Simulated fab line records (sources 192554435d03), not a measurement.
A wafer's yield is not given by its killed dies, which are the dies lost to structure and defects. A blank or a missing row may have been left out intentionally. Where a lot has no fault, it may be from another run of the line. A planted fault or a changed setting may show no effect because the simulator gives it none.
Matching of chambers ; flow n5 finfet ; N5_BEOL_M14_DESCUM_33 on rie diel-06 has 4 sister chambers
The step chemistry O2, time 7.9 s. 8 wafers are shown with their chamber, then 9 later ones without.

WAFERS WITH THEIR CHAMBER
wafer;chamber;drypump motor current A (A);throttle valve pct (%)
L078.1;0;5.0;20.1
L078.5;3;6.7;20.9
L078.6;2;6.4;21.1
L082.3;3;6.6;20.9
L082.6;1;5.1;20.1
L084.1;2;6.5;20.9
L084.3;1;5.1;20.1
L084.5;0;5.0;20.1

WAFERS WITHOUT THEIR CHAMBER
wafer;drypump motor current A (A);throttle valve pct (%)
L094.1;5.1;20.1
L094.4;6.5;20.9
L094.5;6.5;20.9
L097.1;5.0;20.2
L097.2;6.4;20.9
L097.3;5.1;20.1
L097.4;6.6;20.5
L097.5;5.0;20.2
L097.6;6.6;20.5

THE CHAMBER EACH PASSED THROUGH
wafer;from the rows above;in truth
L094.1;can't be placed: 1 or 0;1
L094.4;can't be placed: 2 or 3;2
L094.5;can't be placed: 2 or 3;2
L097.1;can't be placed: 0 or 1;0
L097.2;2;2
L097.3;can't be placed: 1 or 0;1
L097.4;can't be placed: 3 or 2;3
L097.5;can't be placed: 0 or 1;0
L097.6;can't be placed: 3 or 2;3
Correct placement for 1 of the 9. From these rows, 8 cannot be placed; in 8 the true chamber is one of the candidates. 0 placed wrongly.
How it was worked out, from the rows above alone: a wafer's distance from a chamber is the root of the sum, over the readings, of the square of ((its reading less the chamber's mean) divided by the reading's scatter). The wafer belongs to the nearest chamber; if the next one is less than 2 further off, it can't be placed. Each chamber's mean is taken over the wafers shown for it. How the scatter is found: for the shown wafers, subtract from each reading the mean of its chamber, square and add these, divide the total by (wafers less chambers), then take the root.
